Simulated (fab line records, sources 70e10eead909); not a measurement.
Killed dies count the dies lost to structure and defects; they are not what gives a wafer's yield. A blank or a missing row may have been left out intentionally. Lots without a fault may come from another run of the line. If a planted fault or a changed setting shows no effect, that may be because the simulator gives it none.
fab line records | flow nandHarc | part 1 of 2: steps 1 to 7 of 8
record: lots: 12 | wafers: 36 | lastDay: 33
route steps=1302 shown A_ONON_D1@441 A_CHANNEL_HOLE_D1@460 END@1302
lots untouched by any fault: they come from a run of this same line in which no faults occurred
startH: the number of hours between the record's first day and the start of the first shown wafer of the lot | waitH: time in hours since the lot's previous step | " repeats the value in the row above | L1.1+2: one row covering several wafers at once | - no value, or no start given | * or withheld: withheld | < > ~ a bound
route shown NAME@n: a module of which the file shows steps, and the number in the route of the first | usual: the fault-free wafers' mean and standard deviation | same: alike in all rows | chamber/n: place in a boat | sites: the reading at each site | _std_site: how widely they spread, as a standard deviation | _edge_site: inner sites' mean taken away from outer sites' mean | radiusMm: how far each site lies from the wafer's centre | mask NAME#n: copy n | behind: the last tool/chamber to shape the wafer | hold: reason for holding the lot/hours on hold/outcome of the hold | device: names the non-switching transistor (n, p or np) | end of line: the same wafers' tests at the end of the route | where a step has no rows: the recipe by itself | killed: dies lost to structure and defects at the first sort, not the wafer's yield | map: a wafer's dies, marking killed ones x, the rest . and places with no die _
set.NAME: the setting that was run; set.NAME@STEP: the one run at that earlier step | model.NAME: the simulator's own value behind a step, which no gauge read
route steps across a sampled set of lots; one table per step, one row per wafer
services: when a tool's chamber went out of use (startH, in hours from the record's first day, below 0 if earlier), for how many hours, and the reason
== steps ==
step: NHARC_A_ONON_D1_THK_MEAS_24
recipe: thkMeasGauge: ellipsometry
usual: thkNm: 998/9.8
lot.wafer | tool         | chamber | startH | waitH | thkNm
L496.1    | filmMetro-02 | -       | 180.05 | -     | 997
L496.4    | "            | -       | "      | "     | 996
L496.6    | "            | -       | "      | "     | 997
L497.2    | filmMetro-01 | -       | 192.07 | -     | 985
L497.3    | "            | -       | "      | "     | 986
L497.4    | "            | -       | "      | "     | 985
L498.1    | filmMetro-01 | -       | 202.26 | -     | 1000
L498.2    | "            | -       | "      | "     | 1000
L498.3    | "            | -       | "      | "     | 1000
L499.1    | filmMetro-01 | -       | 208.87 | -     | 1002
L499.2    | "            | -       | "      | "     | 1000
L499.6    | "            | -       | "      | "     | 1002
L501.1    | filmMetro-01 | -       | 242.24 | -     | 1000
L501.2    | "            | -       | "      | "     | 1000
L501.4    | "            | -       | "      | "     | 1003
L503.2    | filmMetro-01 | -       | 254.86 | -     | 996
L503.4    | "            | -       | "      | "     | 996
L503.5    | "            | -       | "      | "     | 996
L510.2    | filmMetro-02 | -       | 331.91 | -     | 1009
L510.4    | "            | -       | "      | "     | 1009
L510.5    | "            | -       | "      | "     | 1009
L511.2    | filmMetro-01 | -       | 340.33 | -     | 1000
L511.5    | "            | -       | "      | "     | 1001
L511.6    | "            | -       | "      | "     | 998
L512.1    | filmMetro-02 | -       | 340.33 | -     | 988
L512.2    | "            | -       | "      | "     | 987
L512.3    | "            | -       | "      | "     | 987
L513.1    | filmMetro-02 | -       | 351.24 | -     | 1010
L513.4    | "            | -       | "      | "     | 1010
L513.6    | "            | -       | "      | "     | 1009
L516.3    | filmMetro-01 | -       | 376.16 | -     | 997
L516.4    | "            | -       | "      | "     | 997
L516.5    | "            | -       | "      | "     | 998
L517.1    | filmMetro-01 | -       | 389.02 | -     | 1013
L517.4    | "            | -       | "      | "     | 1013
L517.6    | "            | -       | "      | "     | 1015
step: NHARC_A_CHANNEL_HOLE_D1_PEB_08
recipe: pebTempC: 100 | pebTimeS: 65
usual: exhaustPa: 45.1/0.79 | heaterPowerTotalW: 156.6/0.41 | plateTempC: 100.04/0.14
lot.wafer | tool          | chamber | startH | waitH | exhaustPa | heaterPowerTotalW | plateTempC
L496.1    | lithoTrack-04 | 0       | 184.46 | 0.1   | 43.7      | 156.7             | 100.15
L496.4    | "             | 0       | "      | "     | 47.1      | 155.9             | 100.08
L496.6    | "             | 0       | "      | "     | 45.6      | 156.1             | 100.13
L497.2    | lithoTrack-01 | 0       | 196.65 | 0.1   | 44.6      | 157.2             | 100.12
L497.3    | "             | 0       | "      | "     | 44.5      | 156.6             | 100.04
L497.4    | "             | 0       | "      | "     | 45.6      | 156.1             | 99.92
L498.1    | lithoTrack-04 | 0       | 213.07 | 0.1   | 44.1      | 156.0             | 99.99
L498.2    | "             | 0       | "      | "     | 45.1      | 156.1             | 99.81
L498.3    | "             | 0       | "      | "     | 44.6      | 157.0             | 100.08
L499.1    | lithoTrack-01 | 0       | 216.12 | 0.1   | 44.7      | 156.4             | 100.10
L499.2    | "             | 0       | "      | "     | 45.2      | 156.0             | 100.20
L499.6    | "             | 0       | "      | "     | 46.2      | 157.2             | 100.31
L501.1    | lithoTrack-04 | 0       | 246.77 | 0.1   | 44.1      | 153.8             | 98.77
L501.2    | "             | 0       | "      | "     | 44.1      | 153.5             | 98.74
L501.4    | "             | 0       | "      | "     | 44.0      | 154.0             | 98.74
L503.2    | lithoTrack-04 | 0       | 262.63 | 0.1   | 45.2      | 153.5             | 98.65
L503.4    | "             | 0       | "      | "     | 44.9      | 153.2             | 98.59
L503.5    | "             | 0       | "      | "     | 45.1      | 153.3             | 98.56
L510.2    | lithoTrack-06 | 0       | 336.22 | 0.1   | 45.3      | 156.6             | 100.04
L510.4    | "             | 0       | "      | "     | 46.4      | 156.0             | 100.09
L510.5    | "             | 0       | "      | "     | 45.5      | 157.2             | 100.17
L511.2    | lithoTrack-04 | 0       | 345.16 | 0.1   | 43.8      | 156.9             | 99.93
L511.5    | "             | 0       | "      | "     | 44.7      | 156.8             | 100.23
L511.6    | "             | 0       | "      | "     | 45.2      | 156.2             | 99.97
L512.1    | lithoTrack-04 | 0       | 345.38 | 0.1   | 45.0      | 156.6             | 99.97
L512.2    | "             | 0       | "      | "     | 45.1      | 157.2             | 99.79
L512.3    | "             | 0       | "      | "     | 44.9      | 156.0             | 100.12
L513.1    | lithoTrack-04 | 0       | 355.52 | 0.1   | 44.9      | 156.7             | 100.10
L513.4    | "             | 0       | "      | "     | 44.5      | 156.4             | 100.04
L513.6    | "             | 0       | "      | "     | 46.0      | 156.3             | 100.02
L516.3    | lithoTrack-01 | 0       | 388.60 | 0.0   | 45.5      | 157.0             | 100.06
L516.4    | "             | 0       | "      | "     | 44.4      | 156.7             | 99.99
L516.5    | "             | 0       | "      | "     | 44.9      | 156.5             | 100.00
L517.1    | lithoTrack-04 | 0       | 393.30 | 0.1   | 45.4      | 156.4             | 99.96
L517.4    | "             | 0       | "      | "     | 44.6      | 156.1             | 100.06
L517.6    | "             | 0       | "      | "     | 46.0      | 156.5             | 100.10
step: NHARC_A_CHANNEL_HOLE_D1_CD_MEAS_10
recipe: targetCdNm: 100 | landingEnergyEv: 500
usual: cdNm: 99.7/0.51
lot.wafer | tool     | chamber | startH | waitH | cdNm
L496.1    | cdSem-03 | 0       | 184.54 | -     | 99.7
L496.4    | "        | 0       | "      | "     | 99.1
L496.6    | "        | 0       | "      | "     | 99.2
L497.2    | cdSem-02 | 0       | 196.74 | -     | 99.3
L497.3    | "        | 0       | "      | "     | 99.6
L497.4    | "        | 0       | "      | "     | 99.2
L498.1    | cdSem-03 | 0       | 213.15 | -     | 99.8
L498.2    | "        | 0       | "      | "     | 98.7
L498.3    | "        | 0       | "      | "     | 98.7
L499.1    | cdSem-02 | 0       | 216.20 | -     | 99.6
L499.2    | "        | 0       | "      | "     | 99.9
L499.6    | "        | 0       | "      | "     | 99.7
L501.1    | cdSem-02 | 0       | 246.85 | -     | 95.9
L501.2    | "        | 0       | "      | "     | 95.1
L501.4    | "        | 0       | "      | "     | 96.2
L503.2    | cdSem-02 | 0       | 262.71 | -     | 94.8
L503.4    | "        | 0       | "      | "     | 95.5
L503.5    | "        | 0       | "      | "     | 94.8
L510.2    | cdSem-02 | 0       | 336.30 | -     | 99.4
L510.4    | "        | 0       | "      | "     | 99.6
L510.5    | "        | 0       | "      | "     | 100.1
L511.2    | cdSem-01 | 0       | 345.24 | -     | 98.9
L511.5    | "        | 0       | "      | "     | 99.6
L511.6    | "        | 0       | "      | "     | 98.9
L512.1    | cdSem-02 | 0       | 345.46 | -     | 99.4
L512.2    | "        | 0       | "      | "     | 99.9
L512.3    | "        | 0       | "      | "     | 99.6
L513.1    | cdSem-02 | 0       | 355.60 | -     | 99.3
L513.4    | "        | 0       | "      | "     | 99.4
L513.6    | "        | 0       | "      | "     | 99.6
L516.3    | cdSem-03 | 0       | 388.68 | -     | 99.6
L516.4    | "        | 0       | "      | "     | 100.4
L516.5    | "        | 0       | "      | "     | 100.7
L517.1    | cdSem-02 | 0       | 393.38 | -     | 99.3
L517.4    | "        | 0       | "      | "     | 99.9
L517.6    | "        | 0       | "      | "     | 98.9
step: NHARC_A_CHANNEL_HOLE_D1_OVL_MEAS_11
usual: overlayXNm: -0.2/0.66 | overlayYNm: -0.2/0.89
lot.wafer | tool       | chamber | startH | waitH | overlayXNm | overlayYNm
L496.1    | overlay-02 | -       | 184.63 | -     | 0.2        | -0.8
L496.4    | "          | -       | "      | "     | 0.2        | -1.6
L496.6    | "          | -       | "      | "     | 0.6        | -1.1
L497.2    | overlay-02 | -       | 196.82 | -     | -0.8       | -0.1
L497.3    | "          | -       | "      | "     | -0.7       | 0.1
L497.4    | "          | -       | "      | "     | -0.4       | 0.2
L498.1    | overlay-02 | -       | 213.24 | -     | -0.1       | 0.7
L498.2    | "          | -       | "      | "     | -0.4       | 0.7
L498.3    | "          | -       | "      | "     | -0.2       | 1.0
L499.1    | overlay-02 | -       | 216.29 | -     | 0.2        | -1.4
L499.2    | "          | -       | "      | "     | 0.3        | -1.6
L499.6    | "          | -       | "      | "     | -0.4       | -1.7
L501.1    | overlay-01 | -       | 246.94 | -     | -0.9       | 0.2
L501.2    | "          | -       | "      | "     | -0.9       | 0.6
L501.4    | "          | -       | "      | "     | -0.6       | 0.0
L503.2    | overlay-02 | -       | 262.80 | -     | -0.8       | -2.0
L503.4    | "          | -       | "      | "     | -0.5       | -1.4
L503.5    | "          | -       | "      | "     | -0.6       | -2.0
L510.2    | overlay-02 | -       | 336.39 | -     | -0.6       | -0.6
L510.4    | "          | -       | "      | "     | -1.1       | -0.7
L510.5    | "          | -       | "      | "     | -1.3       | -0.4
L511.2    | overlay-02 | -       | 345.33 | -     | -0.7       | 0.0
L511.5    | "          | -       | "      | "     | -1.0       | 0.1
L511.6    | "          | -       | "      | "     | -0.8       | 0.2
L512.1    | overlay-01 | -       | 345.55 | -     | 0.1        | -1.1
L512.2    | "          | -       | "      | "     | 0.0        | -0.7
L512.3    | "          | -       | "      | "     | -0.4       | -1.2
L513.1    | overlay-01 | -       | 355.69 | -     | 0.0        | -0.5
L513.4    | "          | -       | "      | "     | 0.2        | -0.3
L513.6    | "          | -       | "      | "     | 0.1        | -1.2
L516.3    | overlay-02 | -       | 388.76 | -     | -0.4       | 0.5
L516.4    | "          | -       | "      | "     | -0.2       | -0.1
L516.5    | "          | -       | "      | "     | 0.0        | -0.2
L517.1    | overlay-02 | -       | 393.47 | -     | 1.0        | 1.4
L517.4    | "          | -       | "      | "     | 0.9        | 1.3
L517.6    | "          | -       | "      | "     | 0.9        | 1.5
step: NHARC_A_CHANNEL_HOLE_D1_CD_MEAS_18
usual: cdNm: 98.4/2.5
lot.wafer | tool     | chamber | startH | waitH | cdNm
L496.1    | cdSem-02 | -       | 185.86 | -     | 99.0
L496.4    | "        | -       | "      | "     | 97.2
L496.6    | "        | -       | "      | "     | 100.0
L497.2    | cdSem-02 | -       | 198.12 | -     | 99.2
L497.3    | "        | -       | "      | "     | 96.5
L497.4    | "        | -       | "      | "     | 99.0
L498.1    | cdSem-02 | -       | 214.45 | -     | 99.2
L498.2    | "        | -       | "      | "     | 100.2
L498.3    | "        | -       | "      | "     | 100.5
L499.1    | cdSem-03 | -       | 217.49 | -     | 103.3
L499.2    | "        | -       | "      | "     | 98.9
L499.6    | "        | -       | "      | "     | 98.7
L501.1    | cdSem-02 | -       | 248.40 | -     | 95.3
L501.2    | "        | -       | "      | "     | 94.0
L501.4    | "        | -       | "      | "     | 96.2
L503.2    | cdSem-02 | -       | 264.01 | -     | 89.6
L503.4    | "        | -       | "      | "     | 95.7
L503.5    | "        | -       | "      | "     | 91.7
L510.2    | cdSem-02 | -       | 337.62 | -     | 99.6
L510.4    | "        | -       | "      | "     | 98.0
L510.5    | "        | -       | "      | "     | 101.9
L511.2    | cdSem-02 | -       | 346.54 | -     | 101.7
L511.5    | "        | -       | "      | "     | 99.8
L511.6    | "        | -       | "      | "     | 98.4
L512.1    | cdSem-03 | -       | 346.76 | -     | 95.9
L512.2    | "        | -       | "      | "     | 96.8
L512.3    | "        | -       | "      | "     | 99.2
L513.1    | cdSem-01 | -       | 356.89 | -     | 100.7
L513.4    | "        | -       | "      | "     | 101.4
L513.6    | "        | -       | "      | "     | 99.2
L516.3    | cdSem-02 | -       | 389.96 | -     | 99.4
L516.4    | "        | -       | "      | "     | 101.6
L516.5    | "        | -       | "      | "     | 101.7
L517.1    | cdSem-03 | -       | 394.68 | -     | 98.4
L517.4    | "        | -       | "      | "     | 102.4
L517.6    | "        | -       | "      | "     | 98.1
step: NHARC_A_CHANNEL_HOLE_D1_CD_MEAS_30
usual: cdNm: 89.7/1.3
lot.wafer | tool     | chamber | startH | waitH | cdNm
L496.1    | cdSem-02 | -       | 192.49 | -     | 90.4
L496.4    | "        | -       | "      | "     | 89.1
L496.6    | "        | -       | "      | "     | 89.4
L497.2    | cdSem-03 | -       | 203.73 | -     | 91.2
L497.3    | "        | -       | "      | "     | 87.6
L497.4    | "        | -       | "      | "     | 90.1
L498.1    | cdSem-03 | -       | 222.79 | 0.1   | 90.1
L498.2    | "        | -       | "      | "     | 87.9
L498.3    | "        | -       | "      | "     | 89.3
L499.1    | cdSem-02 | -       | 223.40 | -     | 89.5
L499.2    | "        | -       | "      | "     | 88.1
L499.6    | "        | -       | "      | "     | 90.7
L501.1    | cdSem-02 | -       | 254.01 | -     | 83.8
L501.2    | "        | -       | "      | "     | 85.1
L501.4    | "        | -       | "      | "     | 85.5
L503.2    | cdSem-03 | -       | 269.61 | -     | 85.1
L503.4    | "        | -       | "      | "     | 85.0
L503.5    | "        | -       | "      | "     | 84.8
L510.2    | cdSem-03 | -       | 343.18 | -     | 90.7
L510.4    | "        | -       | "      | "     | 90.5
L510.5    | "        | -       | "      | "     | 90.5
L511.2    | cdSem-01 | -       | 354.08 | -     | 88.5
L511.5    | "        | -       | "      | "     | 89.0
L511.6    | "        | -       | "      | "     | 91.0
L512.1    | cdSem-02 | -       | 362.01 | -     | 90.8
L512.2    | "        | -       | "      | "     | 91.4
L512.3    | "        | -       | "      | "     | 88.7
L513.1    | cdSem-01 | -       | 362.58 | -     | 90.2
L513.4    | "        | -       | "      | "     | 89.8
L513.6    | "        | -       | "      | "     | 89.9
L516.3    | cdSem-03 | -       | 397.75 | -     | 89.4
L516.4    | "        | -       | "      | "     | 90.7
L516.5    | "        | -       | "      | "     | 90.6
L517.1    | cdSem-02 | -       | 403.15 | -     | 88.1
L517.4    | "        | -       | "      | "     | 89.0
L517.6    | "        | -       | "      | "     | 89.0
step: NHARC_A_CHANNEL_HOLE_D1_XSEM_31
recipe: landingEnergyEv: 35000
usual: botCdNm: 74.3/1.5 | bowNm: 8.51/0.29 | tiltDeg: 0.069/0.03
lot.wafer | tool    | chamber | startH | waitH | botCdNm | bowNm | tiltDeg
L496.1    | xsem-02 | 0       | 192.58 | 0.1   | 74.8    | 9.00  | 0.104
L496.4    | "       | 0       | "      | "     | 73.6    | 9.02  | 0.103
L496.6    | "       | 0       | "      | "     | 74.0    | 9.05  | 0.102
L497.2    | xsem-02 | 0       | 203.82 | 0.1   | 75.8    | 8.12  | 0.046
L497.3    | "       | 0       | "      | "     | 72.8    | 8.11  | 0.045
L497.4    | "       | 0       | "      | "     | 74.4    | 8.21  | 0.046
L498.1    | xsem-01 | 0       | 222.88 | 0.1   | 74.2    | 8.07  | 0.054
L498.2    | "       | 0       | "      | "     | 72.0    | 8.06  | 0.054
L498.3    | "       | 0       | "      | "     | 72.5    | 8.04  | 0.052
L499.1    | xsem-02 | 0       | 223.49 | 0.1   | 73.4    | 8.47  | 0.114
L499.2    | "       | 0       | "      | "     | 71.4    | 8.37  | 0.114
L499.6    | "       | 0       | "      | "     | 75.0    | 8.41  | 0.114
L501.1    | xsem-01 | 0       | 254.10 | 0.1   | 68.8    | 8.63  | 0.063
L501.2    | "       | 0       | "      | "     | 69.7    | 8.60  | 0.061
L501.4    | "       | 0       | "      | "     | 70.3    | 8.52  | 0.061
L503.2    | xsem-02 | 0       | 269.71 | 0.1   | 69.4    | 8.59  | 0.076
L503.4    | "       | 0       | "      | "     | 70.4    | 8.57  | 0.075
L503.5    | "       | 0       | "      | "     | 69.6    | 8.54  | 0.075
L510.2    | xsem-01 | 0       | 343.27 | 0.1   | 75.3    | 8.62  | 0.032
L510.4    | "       | 0       | "      | "     | 75.7    | 8.70  | 0.031
L510.5    | "       | 0       | "      | "     | 75.6    | 8.67  | 0.031
L511.2    | xsem-02 | 0       | 354.17 | 0.1   | 73.5    | 8.47  | 0.086
L511.5    | "       | 0       | "      | "     | 72.8    | 8.55  | 0.085
L511.6    | "       | 0       | "      | "     | 75.2    | 8.58  | 0.088
L512.1    | xsem-02 | 0       | 362.10 | 0.1   | 74.3    | 8.33  | 0.091
L512.2    | "       | 0       | "      | "     | 75.2    | 8.39  | 0.088
L512.3    | "       | 0       | "      | "     | 72.2    | 8.38  | 0.088
L513.1    | xsem-01 | 0       | 362.66 | 0.1   | 75.2    | 9.01  | 0.037
L513.4    | "       | 0       | "      | "     | 75.5    | 9.05  | 0.037
L513.6    | "       | 0       | "      | "     | 75.5    | 9.05  | 0.038
L516.3    | xsem-02 | 0       | 397.85 | 0.1   | 73.0    | 8.33  | 0.075
L516.4    | "       | 0       | "      | "     | 75.4    | 8.19  | 0.075
L516.5    | "       | 0       | "      | "     | 75.1    | 8.31  | 0.074
L517.1    | xsem-02 | 0       | 403.24 | 0.1   | 72.1    | 8.08  | 0.029
L517.4    | "       | 0       | "      | "     | 73.3    | 8.06  | 0.029
L517.6    | "       | 0       | "      | "     | 73.5    | 8.06  | 0.029
== key ==
firstSign: step: NHARC_A_CHANNEL_HOLE_D1_PEB_08 | reading: plateTempC | direction: down | sigmas: 10 | usual: * | struck: *
effect: step: NHARC_A_CHANNEL_HOLE_D1_PEB_08 | reading: heaterPowerTotalW | direction: down | sigmas: 7.5 | usual: * | struck: *
effect: step: NHARC_A_CHANNEL_HOLE_D1_CD_MEAS_10 | reading: cdNm | direction: down | sigmas: 8.5 | usual: 99.7 | struck: 95.4
effect: step: NHARC_A_CHANNEL_HOLE_D1_CD_MEAS_18 | reading: cdNm | direction: down | sigmas: 1.9 | usual: 98.4 | struck: 93.8
effect: step: NHARC_A_CHANNEL_HOLE_D1_CD_MEAS_30 | reading: cdNm | direction: down | sigmas: 3.8 | usual: 89.7 | struck: 84.9
effect: step: NHARC_A_CHANNEL_HOLE_D1_XSEM_31 | reading: botCdNm | direction: down | sigmas: 3.1 | usual: 74.3 | struck: 69.7
metAt NHARC_A_CHANNEL_HOLE_D1_PEB_08
struckLots L501,L503
testerLeftOut L501,L503
notActingAt NHARC_A_ONON_D1_THK_MEAS_24,NHARC_A_CHANNEL_HOLE_D1_OVL_MEAS_11,NHARC_A_CHANNEL_HOLE_D1_CD_MEAS_18
onsetBetween 213.07 246.77
fault: kind: processParameterDrift | tool: lithoTrack-04 | chamber: - | onsetH: 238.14 | steps: NHARC_A_CHANNEL_HOLE_D1_PEB_08 | channel: pebTempC | offset: * | shape: step | endH: 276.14 | actsIn: * | stated: *
testerLeftOut: of these lots the tester's yield and bins aren't shown, on N5 and GAA mostly nor the transistor test; their killed dies are dies lost to structure and defects alone, not to doping, threshold or leakage, so they don't give the yield
